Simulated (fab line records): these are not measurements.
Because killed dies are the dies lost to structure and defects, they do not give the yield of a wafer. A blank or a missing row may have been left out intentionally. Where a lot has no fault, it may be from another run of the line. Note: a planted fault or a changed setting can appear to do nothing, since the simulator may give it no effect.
The same fault as seen by 2 desks ; flow n5Finfet ; what lay behind the numbers comes last; until then each desk has only its own

## DESK OF THE TOOL OWNER: pecvd-04
The tool's own readings at N5_BEOL_M13_ILD_DEP_00 (deposits SiOC from DEMS/O2, target thk 837.92 nm, time 166.4 s): means of the sampled wafers that have a number, for each lot that ran on this tool. Marked OUT: a lot whose mean sits more than 4 standard deviations from the usual mean, which makes it out of limits; the brackets give that distance.
Columns: A = heaterPowerOuterW at N5_BEOL_M13_ILD_DEP_00, usual 225 W; B = heaterPowerW at N5_BEOL_M13_ILD_DEP_00, usual 435 W; C = showerheadPlenumPTorr at N5_BEOL_M13_ILD_DEP_00, usual 5.691 Torr; D = throttleValvePct at N5_BEOL_M13_ILD_DEP_00, usual 12.1 %
lot;first seen here;A;B;C;D
L119;day 12 09:40;220;428;5.693;12.0
L124;day 13 09:22;210;414;5.690;11.9
L127;day 14 12:14;220;430;5.690;11.8
L128;day 14 20:10;180;371;5.688;11.7
L129;day 15 14:29;185;383;5.685;11.9
This desk's verdict: no lot among the 5 shows anything out of limits.

## THE METROLOGY DESK
Lot by lot, what the gauges showed, no matter which tool ran the lot: averages of those sampled wafers that carry a number. Marked OUT: a lot whose mean sits more than 4 standard deviations from the usual mean, which makes it out of limits; the brackets give that distance.
Columns: A = M13_ILD_THK at N5_BEOL_M13_THK_MEAS_01, usual 837 nm
lot;first seen here;A
L119;day 12 09:49;834
L124;day 13 09:31;829
L127;day 14 12:23;577 (-26) OUT
L128;day 14 20:19;575 (-26) OUT
L129;day 15 14:38;571 (-27) OUT
L132;day 15 21:04;857
L133;day 16 07:41;836
L134;day 16 14:33;830
L142;day 18 04:23;848
Finding of this desk: L127, L128, L129 out of limits, first seen on L127 at day 14 12:23 (M13_ILD_THK at N5_BEOL_M13_THK_MEAS_01). L119, L124, L132, L133, L134, L142: within limits.

## PUT TOGETHER
On L127, L128, L129, the metrology desk was in a position to raise an alarm at day 14 12:23.
Nothing out of limits was seen by the tool owner's desk.
On record at the tool owner's desk: L127, L128, L129, within its limits.
Of the lots named, all ran N5_BEOL_M13_ILD_DEP_00 on pecvd-04.

## WHAT WAS PUT IN BY THE SIMULATOR
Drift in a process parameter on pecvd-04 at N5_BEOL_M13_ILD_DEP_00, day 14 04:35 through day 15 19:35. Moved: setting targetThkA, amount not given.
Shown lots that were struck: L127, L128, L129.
Hours from the fault's start to each desk's first reading out of limits: the metrology desk, 8.
